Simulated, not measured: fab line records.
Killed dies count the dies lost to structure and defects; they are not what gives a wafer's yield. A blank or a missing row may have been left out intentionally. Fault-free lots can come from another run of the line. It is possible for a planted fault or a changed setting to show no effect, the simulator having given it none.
A lot that was struck, set against a sound lot + flow n5_finfet + 36 out of 1938 route steps
Sound: these wafers, L478.3, L478.4, L478.6. Struck: wafers L485.1, L485.3, L485.6. The cause is given at the end.
For every step that has rows: the tool of each side, followed by ch and its chambers, followed by its first start. Under that, the readings that differ: sound wafers + struck wafers + difference of the means + sigmas: that difference in standard deviations of wafers without a fault.
alike: a reading whose means differ by less than 2 such deviations, as well as words and numbers matching on both sides. not compared: withheld readings; readings where some wafer has no value; bounds like >300 that might hide an equal value; numbers whose values overlap and for which the record gives no deviation.
The two part at a step that has a row with sigmas, a row that says differs or no value, or rows on one side only. Non-overlapping numbers with no deviation appear without sigmas and do not part them. A reading that every wafer of one side lacks parts them only if that side has two wafers or more.

first, 9 steps without rows for these wafers: N5_BEOL_M4_ANNEAL_95 (time 240 s); N5_BEOL_M4_SPUTTER_96 (material Cu, target thk 4.5 nm, time 8.29 s); N5_BEOL_M4_ECD_50 (material Cu, target thk 300 nm); N5_BEOL_M4_ANNEAL_51 (time 90 s); N5_BEOL_M4_CMP_52 (polishes, stops on SiOC, t overpolish 6.8 s, target thk 40 nm); N5_BEOL_M4_PRE_CLEAN_60 (time 15 s); N5_BEOL_M4_CO_CAP_55 (material Co, precursor CCTBA/H2, target thk 2 nm, time 102.1 s); N5_BEOL_M4_PRE_CLEAN_56 (time 15 s); N5_BEOL_M4_DEP_57 (deposits SiCN from 3MS/NH3, target thk 8 nm, time 14 s).
N5_BEOL_M4_RC_MEAS_101:
  sound on prober-01 ch 0, day 9 04:04; struck on prober-02 ch 0, day 11 02:17
  alike: DIBL_N, DIBL_P, IOFF_N, IOFF_P, ION_N, ION_P, SS_N, SS_P, VT_N, VT_P
then, 24 steps without rows for these wafers: N5_BEOL_M5_ILD_DEP_00 (deposits SiCOH lowk from DEMS/porogen, target thk 140.64 nm, time 25.9 s); N5_BEOL_M5_CURE_79 (cures SiCOH lowk, time 240 s); N5_BEOL_M5_PECVD_70 (deposits SiO2 from TEOS/O2, target thk 16 nm, time 18 s); N5_BEOL_M5_HM_DEP_02 (deposits TiN, target thk 20 nm); N5_BEOL_M5_COAT_59 (time 60 s, resist thk 60 nm); N5_BEOL_M5_COAT_60 (time 60 s, resist thk 12 nm); N5_BEOL_M5_COAT_71 (time 60 s, resist thk 5 nm); N5_BEOL_M5_COAT_05 (resist thk 30 nm); N5_BEOL_M5_EBR_07; N5_BEOL_M5_SOFTBAKE_06 (time 60 s); N5_BEOL_M5_EXPOSE_08 (exposes mask M5, target cd 28 nm); N5_BEOL_M5_PEB_09 (peb time 60 s); N5_BEOL_M5_DEVELOP_10 (develop time 30 s); N5_BEOL_M5_DESCUM_16 (chemistry O2, time 7 s); N5_BEOL_M5_ETCH_72 (etches underlayer in N2/H2, target depth 6.5 nm, time 5.2 s); N5_BEOL_M5_ETCH_61 (etches SiARC in CF4, target depth 15.6 nm, time 26 s); N5_BEOL_M5_ETCH_62 (etches SOC in N2/H2, target depth 75 nm, overetch 15 nm, time 112.5 s); N5_BEOL_M5_STRIP_63 (strips in N2/H2); N5_BEOL_M5_STRIP_73 (strips in N2/H2); N5_BEOL_M5_STRIP_64 (strips in CF4); N5_BEOL_M5_HM_OPEN_17 (chemistry Cl2/BCl3, target TiN, target depth 20 nm, overetch 6 nm); N5_BEOL_M5_STRIP_19 (strips in O2); N5_BEOL_M5_COAT_65 (time 60 s, resist thk 60 nm); N5_BEOL_M5_COAT_66 (time 60 s, resist thk 12 nm).
N5_BEOL_M5_VIA_ETCH_34: etches SiCOH lowk in C4F6/O2, target depth 88.3 nm, time 39.2 s.
  sound on rie_diel-02 ch 2,3, day 9 09:30; struck on rie_diel-02 ch 0,1, day 11 07:44
  no value came back on the struck wafers for any of 7 readings (C4F6_flow_sccm (sccm), O2_flow_sccm (sccm) and others); on the sound wafers C4F6_flow_sccm (sccm) reads 9.98 10.02 9.97
| reading                                    | sound          | struck       | difference | sigmas |
|--------------------------------------------|----------------|--------------|------------|--------|
| model.SiARC_of_BEOL_M5_COAT_66.thk_nm (nm) | 0 0 0          | 6.4 7 6.4    | +6.6       |        |
| model.SOC_of_BEOL_M5_COAT_65.thk_nm (nm)   | 55.6 55.8 55.8 | 60.2 60.2 60 | +4.4       |        |
  not compared: rf_hours_counter_h
-- here the record skips 4 days between the struck wafers' starts before and after, leaving off in module BEOL_M5 and picking up in module PASSIVATION (first step shown: number 1936 of the route) --
N5_PASSIVATION_PROBE_49:
  the record has rows for the struck wafers here (prober-01, day 15 05:41) and none for the sound ones

== WHERE THEY PART ==
Earliest at N5_BEOL_M5_VIA_ETCH_34; latest, in this record, at N5_PASSIVATION_PROBE_49.

WHY: the cause the simulator had injected
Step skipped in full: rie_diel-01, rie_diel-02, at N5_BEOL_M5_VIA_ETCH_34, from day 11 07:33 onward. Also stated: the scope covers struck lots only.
